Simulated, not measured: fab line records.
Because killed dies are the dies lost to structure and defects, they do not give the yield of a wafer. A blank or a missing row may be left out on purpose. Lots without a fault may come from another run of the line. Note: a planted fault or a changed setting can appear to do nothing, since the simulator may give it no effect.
Tool commonality check -- flow nand harc -- 1 lot, 3 wafers sampled

== THE REASON FOR OPENING IT ==
At NHARC_END_SORT_01 the reading killed at periphery is flagged on 1 of 1 lot. No-fault wafers: 3.9, standard deviation 2.7.
Rule: flag the lot when none of its wafers has a number, or when each of its wafers that has one lies beyond 4 standard deviations from that mean. As for the other lots, they are considered sound.

lot,measured,on,"killed at periphery, wafer by wafer",flag
L491,day 29 12:00,prober-01,639 641 636,FLAGGED
On average the flagged lots read 638.7, which is +634.8 against the usual, or +99 or more standard deviations.

== EACH LOT AND THE TOOL IT RAN ON ==
4 process steps preceding the reading are held in the record, out of 1302 steps in the route. Read each cell as the tool, then ch plus the chambers that the sampled wafers visited, then the start.
lot,flag,NHARC_P_ZERO_WELL_ETCH_63,NHARC_P_ZERO_WELL_DESCUM_26,NHARC_P_ZERO_WELL_EXPOSE_34,NHARC_P_ZERO_WELL_DESCUM_39
L491,FLAGGED,"rie si-02 ch 1,2, day 6 14:04","rie diel-08 ch 0,2,3, day 6 15:23","krf scanner-04 ch 0, day 6 16:41","rie diel-08 ch 2,3, day 6 17:01"
What the steps here do:
- NHARC_P_ZERO_WELL_ETCH_63: etches the open film in HBr/Cl2, target depth 120 nm, time 40.1 s.
- NHARC_P_ZERO_WELL_DESCUM_26: chemistry O2, time 3 s.
- NHARC_P_ZERO_WELL_EXPOSE_34: exposes mask P PWELL, target cd 720 nm.
- NHARC_P_ZERO_WELL_DESCUM_39: chemistry O2, time 3 s.
- NHARC_END_SORT_01

== FLAGGED OVER TOTAL, TOOL BY TOOL (the gauges that took the reading come last) ==
step,tool,lots run,flagged,share of the flagged lots,sound lots run after its first flagged lot
NHARC_P_ZERO_WELL_ETCH_63,rie si-02,1,1,all,0
NHARC_P_ZERO_WELL_DESCUM_26,rie diel-08,1,1,all,0
NHARC_P_ZERO_WELL_EXPOSE_34,krf scanner-04,1,1,all,0
NHARC_P_ZERO_WELL_DESCUM_39,rie diel-08,1,1,all,0
NHARC_END_SORT_01,prober-01,1,1,all,0

== WHAT IS ALLOWED BY THE TABLE ==
5 rows of the table ran every flagged lot: rie si-02 at NHARC_P_ZERO_WELL_ETCH_63, rie diel-08 at NHARC_P_ZERO_WELL_DESCUM_26, krf scanner-04 at NHARC_P_ZERO_WELL_EXPOSE_34, rie diel-08 at NHARC_P_ZERO_WELL_DESCUM_39, prober-01 at NHARC_END_SORT_01.
- rie si-02 at NHARC_P_ZERO_WELL_ETCH_63: 1 of its 1 lot flagged. With no sound lot run before its first flagged lot in this sample, there is nothing to narrow down the start.
- rie diel-08 at NHARC_P_ZERO_WELL_DESCUM_26: 1 of its 1 lot flagged. With no sound lot run before its first flagged lot in this sample, there is nothing to narrow down the start.
- krf scanner-04 at NHARC_P_ZERO_WELL_EXPOSE_34: 1 of its 1 lot flagged. With no sound lot run before its first flagged lot in this sample, there is nothing to narrow down the start.
- rie diel-08 at NHARC_P_ZERO_WELL_DESCUM_39: 1 of its 1 lot flagged. With no sound lot run before its first flagged lot in this sample, there is nothing to narrow down the start.
- prober-01 at NHARC_END_SORT_01: 1 of its 1 lot flagged. With no sound lot run before its first flagged lot in this sample, there is nothing to narrow down the start.
Counting lots can't tell these 4 tools apart, because each fits a fault that began at some hour. More lots, or a look at what each step does to the wafer, might.

== WHAT HAD BEEN PUT IN BY THE SIMULATOR ==
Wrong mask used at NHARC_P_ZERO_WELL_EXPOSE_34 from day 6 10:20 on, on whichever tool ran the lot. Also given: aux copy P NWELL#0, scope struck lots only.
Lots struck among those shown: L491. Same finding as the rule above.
